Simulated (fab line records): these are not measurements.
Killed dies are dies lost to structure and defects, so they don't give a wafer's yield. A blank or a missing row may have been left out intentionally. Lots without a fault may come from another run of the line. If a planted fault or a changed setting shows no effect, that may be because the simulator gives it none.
Lot-split experiment    flow n5_finfet    7 lots, 21 wafers read, on a route of 1938 steps

== THE SPLIT ITSELF ==
At N5_BEOL_M3_EXPOSE_25 (exposes mask V2, defocus 5 nm), the setting dose_mj was moved away from the recipe's 63 on 8 of the 21 wafers read, by -5.4% to +7.4%. For the rest of the wafers, this setting stayed at what the recipe calls for.

== FROM THE SPLIT TO THE READING: what the file shows between them, 2 steps ==
- N5_BEOL_M3_PEB_26: peb time 60 s
- N5_BEOL_M3_DEVELOP_27: develop time 30 s

== THE READING ==
cd_nm, in nm, at N5_BEOL_M3_CD_MEAS_28 (target cd 25.7 nm, target cd y 23.3 nm). Typical for fault-free wafers on this fab line: 25.69 nm, with standard deviation 0.23 nm.

wafer   tool, chamber at the split  dose_mj as run  against the recipe  cd_nm, nm  against lot-mates on the recipe
L074.3  euv_scanner-01, 0           60.36           -4.2%               24.90      -0.71
L074.4  euv_scanner-01, 0           63              recipe              25.82      -
L074.6  euv_scanner-01, 0           63              recipe              25.40      -
L075.2  euv_scanner-02, 0           67.31           +6.8%               26.72      no lot-mate on the recipe
L075.3  euv_scanner-02, 0           67.31           +6.8%               27.24      no lot-mate on the recipe
L075.5  euv_scanner-02, 0           67.31           +6.8%               26.80      no lot-mate on the recipe
L083.2  euv_scanner-01, 0           63              recipe              25.25      -
L083.3  euv_scanner-01, 0           67.65           +7.4%               26.67      +1.34
L083.4  euv_scanner-01, 0           63              recipe              25.42      -
L088.2  euv_scanner-01, 0           63              recipe              25.86      -
L088.3  euv_scanner-01, 0           63              recipe              25.46      -
L088.5  euv_scanner-01, 0           63              recipe              25.58      -
L091.3  euv_scanner-01, 0           63              recipe              25.85      -
L091.4  euv_scanner-01, 0           67.29           +6.8%               26.73      +0.88
L091.5  euv_scanner-01, 0           67.29           +6.8%               26.91      +1.06
L096.1  euv_scanner-01, 0           63              recipe              25.98      -
L096.2  euv_scanner-01, 0           59.58           -5.4%               24.54      -1.27
L096.3  euv_scanner-01, 0           63              recipe              25.64      -
L097.2  euv_scanner-01, 0           63              recipe              25.69      -
L097.3  euv_scanner-01, 0           63              recipe              25.84      -
L097.4  euv_scanner-01, 0           63              recipe              25.84      -

FIT RESULTS
A straight line over all 21 wafers: cd_nm changes by +0.176 nm for each +1% of dose_mj; r = +0.95; the points scatter about the line by 0.22 nm.
The same after taking each lot's own level away (the mean of its wafers on the recipe; 18 wafers): +0.172 nm for each +1%; r = +0.96; scatter 0.17 nm.
On that fit, the largest move of dose_mj shifts the reading by 1.3 nm.
The span of the lots' own levels, 25.335 to 25.850 nm, comes to 2.2 times the standard deviation stated above.
Hence the lot-to-lot level has little effect on the slope; both slopes agree.
Check: for one of the wafers moved furthest among these (+7.4%), held out of the fit, the line's prediction against its lot-mates is +1.19 nm. It came out at +1.34 nm against them.

== THESE WAFERS: OTHER SPLITS ==
Note: prior to the reading, these wafers also went through further splits. Each is held against what the fit with the lots' levels taken away leaves over:
other split on the same wafers  wafers away from the commonest value  r with cd_nm (lot level and that fit taken away)
N5_BEOL_M3_ETCH_64 time_s       10                                    -0.07
N5_BEOL_M3_COAT_76 spin_rpm     9                                     -0.03

== FILE'S OWN FIT ==
cd_nm changes by +0.178 nm for each +1% of dose_mj, r = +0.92.
